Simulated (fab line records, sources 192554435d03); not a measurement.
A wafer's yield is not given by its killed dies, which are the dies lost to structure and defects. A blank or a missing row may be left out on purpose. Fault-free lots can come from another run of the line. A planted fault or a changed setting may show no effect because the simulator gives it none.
What tool caused it? | flow n5Finfet | Sampling: 24 lots, 72 wafers, 6 of 1938 route steps

WHAT THE GAUGES SHOWED, per wafer
The record lacks any reading of a measuring or inspecting step that a usual standard deviation could be used to judge.

WHAT TOOL EACH LOT RAN ON (gives the tool, then ch and the chambers of the sampled wafers, and finally the start)
lot  | N5_BEOL_M1_SPUTTER_81       | N5_BEOL_M1_ANNEAL_91        | N5_BEOL_M1_SPUTTER_94       | N5_BEOL_M1_DEP_57              | N5_BEOL_M2_ILD_DEP_00           | N5_BEOL_M2_STRIP_66
L074 | pvdSputter-01, day 6 09:53  | pvdSputter-01, day 6 10:37  | pvdSputter-01, day 6 10:59  | pecvd-02 ch 0,1,2, day 6 12:12 | pecvd-01 ch 0,1,2, day 6 12:20  | rieDiel-06 ch 1,2, day 6 14:19
L075 | pvdSputter-02, day 6 22:50  | pvdSputter-02, day 6 23:35  | pvdSputter-02, day 6 23:56  | pecvd-01 ch 0,1, day 7 01:08   | pecvd-03 ch 0,1,2, day 7 01:16  | rieDiel-01 ch 0,2,3, day 7 02:17
L076 | pvdSputter-03, day 7 02:14  | pvdSputter-03, day 7 02:59  | pvdSputter-03, day 7 03:20  | pecvd-03 ch 0,2, day 7 04:32   | pecvd-01 ch 0,1,2, day 7 04:40  | rieDiel-06 ch 0,2,3, day 7 05:38
L077 | pvdSputter-02, day 7 02:17  | pvdSputter-02, day 7 03:01  | pvdSputter-02, day 7 03:23  | pecvd-01 ch 0,1,2, day 7 04:51 | pecvd-01 ch 0,1,2, day 7 04:59  | rieDiel-01 ch 2,3, day 7 06:47
L078 | pvdSputter-03, day 7 14:58  | pvdSputter-03, day 7 15:43  | pvdSputter-03, day 7 16:04  | pecvd-01 ch 0,1,2, day 7 17:16 | pecvd-04 ch 1,2, day 7 17:24    | rieDiel-01 ch 0,1,3, day 7 19:39
L079 | pvdSputter-01, day 7 17:17  | pvdSputter-01, day 7 18:01  | pvdSputter-01, day 7 18:23  | pecvd-02 ch 0,2, day 7 19:35   | pecvd-01 ch 0,2, day 7 19:43    | rieDiel-06 ch 2,3, day 7 20:36
L080 | pvdSputter-02, day 7 22:02  | pvdSputter-02, day 7 22:46  | pvdSputter-02, day 7 23:08  | pecvd-01 ch 0,1,2, day 8 00:20 | pecvd-03 ch 0,2, day 8 00:28    | rieDiel-06 ch 0,1, day 8 02:06
L081 | pvdSputter-02, day 8 02:46  | pvdSputter-02, day 8 03:31  | pvdSputter-02, day 8 03:52  | pecvd-03 ch 1,2, day 8 05:23   | pecvd-01 ch 0,2, day 8 05:31    | rieDiel-01 ch 0,1,3, day 8 07:00
L082 | pvdSputter-02, day 8 14:23  | pvdSputter-02, day 8 15:08  | pvdSputter-02, day 8 15:29  | pecvd-01 ch 1,2, day 8 16:41   | pecvd-03 ch 0,1,2, day 8 16:49  | rieDiel-01 ch 1,2, day 8 18:24
L083 | pvdSputter-01, day 8 20:08  | pvdSputter-01, day 8 20:52  | pvdSputter-01, day 8 21:14  | pecvd-02 ch 1,2, day 8 23:20   | pecvd-03 ch 0,1,2, day 8 23:28  | rieDiel-01 ch 0,2,3, day 9 01:05
L084 | pvdSputter-02, day 9 01:32  | pvdSputter-02, day 9 02:17  | pvdSputter-02, day 9 02:38  | pecvd-03 ch 0,1, day 9 03:51   | pecvd-04 ch 0,2, day 9 03:59    | rieDiel-02 ch 0,1,2, day 9 05:00
L085 | pvdSputter-02, day 9 05:24  | pvdSputter-02, day 9 06:08  | pvdSputter-02, day 9 06:30  | pecvd-03 ch 1,2, day 9 07:43   | pecvd-01 ch 1,2, day 9 07:51    | rieDiel-06 ch 2,3, day 9 08:56
L086 | pvdSputter-03, day 9 08:38  | pvdSputter-03, day 9 09:22  | pvdSputter-03, day 9 09:44  | pecvd-02 ch 0,1,2, day 9 10:56 | pecvd-03 ch 0,1, day 9 11:04    | rieDiel-01 ch 0,1,2, day 9 13:22
L087 | pvdSputter-03, day 9 15:56  | pvdSputter-03, day 9 16:40  | pvdSputter-03, day 9 17:02  | pecvd-02 ch 0,1, day 9 18:14   | pecvd-03 ch 0,1, day 9 18:22    | rieDiel-02 ch 0,2, day 9 21:37
L088 | pvdSputter-02, day 9 22:41  | pvdSputter-02, day 9 23:28  | pvdSputter-02, day 9 23:52  | pecvd-02 ch 0,2, day 10 01:06  | pecvd-03 ch 0,1,2, day 10 01:14 | rieDiel-02 ch 0,2,3, day 10 02:51
L089 | pvdSputter-03, day 10 04:21 | pvdSputter-03, day 10 05:05 | pvdSputter-03, day 10 05:27 | pecvd-03 ch 1,2, day 10 06:42  | pecvd-01 ch 0,1, day 10 06:50   | rieDiel-06 ch 0,1, day 10 10:11
L090 | pvdSputter-02, day 10 06:01 | pvdSputter-02, day 10 06:50 | pvdSputter-02, day 10 07:14 | pecvd-03 ch 1,2, day 10 08:31  | pecvd-04 ch 1,2, day 10 08:38   | rieDiel-01 ch 2,3, day 10 11:13
L091 | pvdSputter-01, day 10 23:49 | pvdSputter-01, day 11 00:33 | pvdSputter-01, day 11 00:55 | pecvd-03 ch 0,2, day 11 02:07  | pecvd-04 ch 1,2, day 11 02:14   | rieDiel-01 ch 1,2, day 11 03:40
L092 | pvdSputter-02, day 11 00:08 | pvdSputter-02, day 11 00:52 | pvdSputter-02, day 11 01:14 | pecvd-01 ch 0,1, day 11 02:31  | pecvd-04 ch 0,2, day 11 02:38   | rieDiel-02 ch 1,2, day 11 03:56
L093 | pvdSputter-01, day 11 02:59 | pvdSputter-01, day 11 03:44 | pvdSputter-01, day 11 04:05 | pecvd-01 ch 0,2, day 11 05:37  | pecvd-04 ch 0,2, day 11 05:44   | rieDiel-01 ch 1,2, day 11 08:05
L094 | pvdSputter-01, day 11 05:40 | pvdSputter-01, day 11 06:25 | pvdSputter-01, day 11 06:46 | pecvd-01 ch 0,2, day 11 07:58  | pecvd-03 ch 0,2, day 11 08:06   | rieDiel-02 ch 1,2, day 11 09:28
L095 | pvdSputter-01, day 11 10:20 | pvdSputter-01, day 11 11:04 | pvdSputter-01, day 11 11:26 | pecvd-03 ch 0,1, day 11 12:40  | pecvd-04 ch 0,1,2, day 11 12:47 | rieDiel-02 ch 0,1,2, day 11 15:25
L096 | pvdSputter-03, day 11 22:04 | pvdSputter-03, day 11 22:49 | pvdSputter-03, day 11 23:10 | pecvd-01 ch 0,2, day 12 00:22  | pecvd-03 ch 0,1,2, day 12 00:30 | rieDiel-06 ch 0,2,3, day 12 02:49
L097 | pvdSputter-02, day 12 04:38 | pvdSputter-02, day 12 05:22 | pvdSputter-02, day 12 05:44 | pecvd-01 ch 0,2, day 12 06:56  | pecvd-03 ch 0,1,2, day 12 07:04 | rieDiel-01 ch 0,3, day 12 09:34
- N5_BEOL_M1_SPUTTER_81: material Cu, target thk 4.5 nm, time 8.29 s.
- N5_BEOL_M1_ANNEAL_91: time 240 s.
- N5_BEOL_M1_SPUTTER_94: material Cu, target thk 4.5 nm, time 8.29 s.
- N5_BEOL_M1_DEP_57: deposits SiCN from 3MS/NH3, target thk 8 nm, time 14 s.
- N5_BEOL_M2_ILD_DEP_00: deposits SiOC from DEMS/O2, target thk 79 nm, time 15.3 s.
- N5_BEOL_M2_STRIP_66: strips in CF4.

AS READ BY THE TOOLS THEMSELVES (means over the sampled wafers that have a number; for cases with no such wafer, the mark the record gives instead)
N5_BEOL_M1_SPUTTER_81.
lot  | tool          | throttleValvePct (%)
L074 | pvdSputter-01 | 29.6
L075 | pvdSputter-02 | 29.3
L076 | pvdSputter-03 | 29.8
L077 | pvdSputter-02 | 29.9
L078 | pvdSputter-03 | 30.6
L079 | pvdSputter-01 | 27.9
L080 | pvdSputter-02 | 29.6
L081 | pvdSputter-02 | 29.5
L082 | pvdSputter-02 | 29.8
L083 | pvdSputter-01 | 29.3
L084 | pvdSputter-02 | 29.4
L085 | pvdSputter-02 | 29.5
L086 | pvdSputter-03 | 30.1
L087 | pvdSputter-03 | 30.0
L088 | pvdSputter-02 | 29.2
L089 | pvdSputter-03 | 30.8
L090 | pvdSputter-02 | 29.8
L091 | pvdSputter-01 | 28.3
L092 | pvdSputter-02 | 29.7
L093 | pvdSputter-01 | 28.5
L094 | pvdSputter-01 | 29.8
L095 | pvdSputter-01 | 28.4
L096 | pvdSputter-03 | 30.9
L097 | pvdSputter-02 | 30.0

N5_BEOL_M1_ANNEAL_91.
lot  | tool          | heaterPowerW (W)
L074 | pvdSputter-01 | 883
L075 | pvdSputter-02 | 836
L076 | pvdSputter-03 | 730
L077 | pvdSputter-02 | 812
L078 | pvdSputter-03 | 799
L079 | pvdSputter-01 | 800
L080 | pvdSputter-02 | 852
L081 | pvdSputter-02 | 817
L082 | pvdSputter-02 | 830
L083 | pvdSputter-01 | 819
L084 | pvdSputter-02 | 842
L085 | pvdSputter-02 | 838
L086 | pvdSputter-03 | 781
L087 | pvdSputter-03 | 836
L088 | pvdSputter-02 | 876
L089 | pvdSputter-03 | 746
L090 | pvdSputter-02 | 820
L091 | pvdSputter-01 | 817
L092 | pvdSputter-02 | 852
L093 | pvdSputter-01 | 876
L094 | pvdSputter-01 | 754
L095 | pvdSputter-01 | 887
L096 | pvdSputter-03 | 748
L097 | pvdSputter-02 | 807

N5_BEOL_M1_SPUTTER_94.
lot  | tool          | throttleValvePct (%)
L074 | pvdSputter-01 | 29.5
L075 | pvdSputter-02 | 29.4
L076 | pvdSputter-03 | 29.9
L077 | pvdSputter-02 | 29.8
L078 | pvdSputter-03 | 30.6
L079 | pvdSputter-01 | 28.1
L080 | pvdSputter-02 | 29.7
L081 | pvdSputter-02 | 29.6
L082 | pvdSputter-02 | 29.9
L083 | pvdSputter-01 | 29.4
L084 | pvdSputter-02 | 29.4
L085 | pvdSputter-02 | 29.5
L086 | pvdSputter-03 | 30.0
L087 | pvdSputter-03 | 30.0
L088 | pvdSputter-02 | 29.0
L089 | pvdSputter-03 | 30.8
L090 | pvdSputter-02 | 29.9
L091 | pvdSputter-01 | 28.3
L092 | pvdSputter-02 | 29.6
L093 | pvdSputter-01 | 28.8
L094 | pvdSputter-01 | 29.6
L095 | pvdSputter-01 | 28.4
L096 | pvdSputter-03 | 30.7
L097 | pvdSputter-02 | 30.1

N5_BEOL_M1_DEP_57.
lot  | tool     | showerheadPlenumPTorr (Torr) | showerheadVppV (V) | throttleValvePct (%)
L074 | pecvd-02 | 3.655                        | 912                | 9.0
L075 | pecvd-01 | 3.682                        | 841                | 9.5
L076 | pecvd-03 | 3.660                        | 894                | 9.7
L077 | pecvd-01 | 3.677                        | 872                | 9.6
L078 | pecvd-01 | 3.680                        | 871                | 9.5
L079 | pecvd-02 | 3.655                        | 920                | 8.9
L080 | pecvd-01 | 3.681                        | 872                | 9.7
L081 | pecvd-03 | 3.671                        | 869                | 8.6
L082 | pecvd-01 | 3.670                        | 886                | 9.4
L083 | pecvd-02 | 3.653                        | 910                | 8.9
L084 | pecvd-03 | 3.665                        | 891                | 9.6
L085 | pecvd-03 | 3.661                        | 872                | 8.8
L086 | pecvd-02 | 3.662                        | 914                | 9.1
L087 | pecvd-02 | 3.665                        | 893                | 9.0
L088 | pecvd-02 | 3.655                        | 928                | 8.9
L089 | pecvd-03 | 3.671                        | 866                | 8.5
L090 | pecvd-03 | 3.663                        | 884                | 8.6
L091 | pecvd-03 | 3.661                        | 908                | 9.7
L092 | pecvd-01 | 3.689                        | 865                | 10.0
L093 | pecvd-01 | 3.689                        | 893                | 10.0
L094 | pecvd-01 | 3.680                        | 903                | 9.7
L095 | pecvd-03 | 3.664                        | 872                | 9.1
L096 | pecvd-01 | 3.687                        | 902                | 9.8
L097 | pecvd-01 | 3.689                        | 893                | 10.1

N5_BEOL_M2_ILD_DEP_00.
lot  | tool     | heaterPowerW (W) | showerheadPlenumPTorr (Torr) | showerheadVppV (V) | throttleValvePct (%)
L074 | pecvd-01 | 406              | 5.706                        | 1384               | 12.5
L075 | pecvd-03 | 418              | 5.700                        | 1399               | 12.1
L076 | pecvd-01 | 441              | 5.712                        | 1380               | 12.6
L077 | pecvd-01 | 388              | 5.703                        | 1378               | 12.8
L078 | pecvd-04 | 544              | 5.698                        | 1552               | 12.2
L079 | pecvd-01 | 436              | 5.722                        | 1410               | 13.0
L080 | pecvd-03 | 468              | 5.682                        | 1408               | 12.8
L081 | pecvd-01 | 391              | 5.720                        | 1392               | 13.1
L082 | pecvd-03 | 434              | 5.693                        | 1391               | 12.1
L083 | pecvd-03 | 479              | 5.704                        | 1383               | 12.1
L084 | pecvd-04 | 416              | 5.695                        | 1427               | 12.0
L085 | pecvd-01 | 437              | 5.704                        | 1340               | 12.2
L086 | pecvd-03 | 386              | 5.688                        | 1395               | 12.6
L087 | pecvd-03 | 398              | 5.697                        | 1406               | 12.7
L088 | pecvd-03 | 436              | 5.697                        | 1395               | 12.0
L089 | pecvd-01 | 441              | 5.707                        | 1360               | 13.2
L090 | pecvd-04 | 469              | 5.687                        | 1498               | 12.2
L091 | pecvd-04 | 584              | 5.689                        | 1549               | 12.2
L092 | pecvd-04 | 459              | 5.693                        | 1392               | 11.8
L093 | pecvd-04 | 389              | 5.689                        | 1381               | 11.9
L094 | pecvd-03 | 539              | 5.685                        | 1395               | 12.1
L095 | pecvd-04 | 482              | 5.690                        | 1474               | 12.1
L096 | pecvd-03 | 429              | 5.699                        | 1392               | 12.0
L097 | pecvd-03 | 463              | 5.697                        | 1387               | 12.2

N5_BEOL_M2_STRIP_66.
lot  | tool       | drypumpMotorCurrentA (A) | oesProductAu (a.u.) | rfVppV (V) | showerheadPlenumPTorr (Torr) | throttleValvePct (%)
L074 | rieDiel-06 | 6.2                      | 0.84                | 271.0      | 1.79                         | 13.56
L075 | rieDiel-01 | 6.0                      | 0.76                | 270.9      | 1.75                         | 13.76
L076 | rieDiel-06 | 5.3                      | 0.89                | 272.9      | 1.89                         | 13.40
L077 | rieDiel-01 | 6.1                      | 0.75                | 270.6      | 1.76                         | 13.76
L078 | rieDiel-01 | 5.7                      | 0.75                | 270.1      | 1.75                         | 13.75
L079 | rieDiel-06 | 5.3                      | 0.86                | 272.8      | 1.88                         | 13.43
L080 | rieDiel-06 | 5.7                      | 0.86                | 272.7      | 1.85                         | 13.46
L081 | rieDiel-01 | 5.7                      | 0.74                | 270.4      | 1.75                         | 13.76
L082 | rieDiel-01 | 6.0                      | 0.86                | 270.7      | 1.78                         | 13.52
L083 | rieDiel-01 | 6.1                      | 0.82                | 269.2      | 1.74                         | 13.60
L084 | rieDiel-02 | 5.7                      | 0.81                | 272.5      | 1.84                         | 13.35
L085 | rieDiel-06 | 5.2                      | 0.84                | 272.5      | 1.88                         | 13.45
L086 | rieDiel-01 | 5.9                      | 0.76                | 270.5      | 1.76                         | 13.74
L087 | rieDiel-02 | 5.8                      | 0.81                | 272.2      | 1.84                         | 13.30
L088 | rieDiel-02 | 5.4                      | 0.81                | 271.8      | 1.81                         | 13.45
L089 | rieDiel-06 | 5.7                      | 0.83                | 272.3      | 1.84                         | 13.51
L090 | rieDiel-01 | 6.1                      | 0.86                | 270.7      | 1.76                         | 13.43
L091 | rieDiel-01 | 5.6                      | 0.75                | 270.6      | 1.78                         | 13.73
L092 | rieDiel-02 | 5.7                      | 0.79                | 272.3      | 1.86                         | 13.43
L093 | rieDiel-01 | 6.0                      | 0.81                | 270.6      | 1.77                         | 13.56
L094 | rieDiel-02 | 5.7                      | 0.78                | 272.5      | 1.86                         | 13.43
L095 | rieDiel-02 | 5.7                      | 0.79                | 271.8      | 1.84                         | 13.40
L096 | rieDiel-06 | 5.3                      | 0.82                | 273.0      | 1.88                         | 13.49
L097 | rieDiel-01 | 5.8                      | 0.85                | 271.1      | 1.80                         | 13.52

THE ANSWER, worked out from the rows above alone
Rule: what is usual is taken from the lots themselves. Put in order of their means at a reading, lots are off if they are a third of the lots or fewer, leave a main group of 4 or more, and stand apart from it by a gap of 3 or more times the standard deviation of the main group's means; of several such gaps the widest counts. A main group whose means are all the same, to the digits that the tables above print for the reading, isn't used. A lot without any number at a reading at which 4 lots or more have one is off too. Where the step has rows for the other lots, those lots are counted as sound. After the gauges, taken in route order, come the tools' own readings; for these a lot's mean is taken, as printed above. The first step at which some lot is off is used, and at that step the reading that is off furthest; a lot without a number counts as furthest.
Across all readings shown, no lot is off: no conclusion can be drawn from this.

WHAT HAD BEEN PUT IN BY THE SIMULATOR
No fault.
